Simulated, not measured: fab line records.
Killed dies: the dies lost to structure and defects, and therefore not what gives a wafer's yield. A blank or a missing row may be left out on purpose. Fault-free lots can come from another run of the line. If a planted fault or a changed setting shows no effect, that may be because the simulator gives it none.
Chamber matching ; flow nandHarc ; 4 sister chambers for NHARC_P_GATE_DESCUM_13 on rieDiel-13
The step chemistry O2, time 3 s. 8 wafers are shown with their chamber, then 7 later ones without.

== WAFERS PAIRED WITH THEIR CHAMBERS ==
wafer;chamber;drypumpMotorCurrentA (A);showerheadPlenumPTorr (Torr)
L547.2;2;6.1;1.98
L549.1;2;6.2;1.98
L549.2;1;6.1;1.91
L555.1;0;5.6;1.93
L555.5;3;5.1;1.88
L555.6;0;5.6;1.93
L560.1;1;6.1;1.90
L560.4;3;5.1;1.88

== WAFERS WHOSE CHAMBER IS MISSING ==
wafer;drypumpMotorCurrentA (A);showerheadPlenumPTorr (Torr)
L560.5;5.1;1.88
L561.2;6.1;1.97
L561.4;5.6;1.93
L561.5;6.1;1.90
L562.1;6.1;1.97
L562.2;6.1;1.90
L562.3;5.6;1.93

== EACH ONE'S CHAMBER ==
wafer;from the rows above;in truth
L560.5;3;3
L561.2;2;2
L561.4;0;0
L561.5;1;1
L562.1;2;2
L562.2;1;1
L562.3;0;0
Correct placement for 7 of the 7. From these rows, 0 cannot be placed. Wrongly placed: 0.
How it was worked out, from the rows above alone: a wafer's distance from a chamber is the root of the sum, over the readings, of the square of ((its reading less the chamber's mean) divided by the reading's scatter). If the next closest chamber is less than 2 further off than the closest, the wafer can't be placed; otherwise it belongs to the closest. For every chamber, the mean is computed from those of its wafers that are shown. How the scatter is found: for the shown wafers, subtract from each reading the mean of its chamber, square and add these, divide the total by (wafers less chambers), then take the root.
